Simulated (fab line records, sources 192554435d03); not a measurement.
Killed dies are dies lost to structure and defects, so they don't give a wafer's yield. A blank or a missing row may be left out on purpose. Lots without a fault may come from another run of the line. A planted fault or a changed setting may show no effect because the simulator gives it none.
Chamber matching | flow n5_finfet | N5_BEOL_M0_SAQP_MANDREL1_REMOVE_100 on rie_si-02: 4 sister chambers
The step chemistry HBr/Cl2/O2, target a-Si, stops on SiNx, bt time 10 s. 4 wafers are shown with their chamber, then 7 later ones without.

WAFERS WITH THEIR CHAMBER
wafer  | chamber | throttle_valve_pct (%)
L081.4 | 0       | 36.40
L089.4 | 2       | 37.22
L090.1 | 3       | 37.22
L090.3 | 1       | 37.24

WAFERS WITHOUT THEIR CHAMBER
wafer  | throttle_valve_pct (%)
L090.6 | 36.38
L091.1 | 37.21
L091.2 | 36.39
L091.3 | 37.25
L094.2 | 36.39
L094.5 | 37.21
L094.6 | 36.40

WHICH CHAMBER EACH WENT THROUGH
wafer  | from the rows above          | in truth
L090.6 | 0                            | 0
L091.1 | can't be placed: 2 or 3 or 1 | 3
L091.2 | 0                            | 0
L091.3 | can't be placed: 1 or 2 or 3 | 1
L094.2 | 0                            | 0
L094.5 | can't be placed: 2 or 3 or 1 | 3
L094.6 | 0                            | 0
Placed correctly: 4 of 7. Can't be placed from these rows: 3 (the true chamber is among the candidates in 3). Placed wrongly: 0.
How it was worked out, from the rows above alone: a wafer's distance from a chamber is the root of the sum, over the readings, of the square of ((its reading less the chamber's mean) divided by the reading's scatter). The wafer belongs to the nearest chamber; if the next one is less than 2 further off, it can't be placed. A chamber's mean is the mean of its shown wafers. The scatter: with one shown wafer a chamber, the root of the mean of the squares of how far each hidden wafer lies from its nearest shown one.
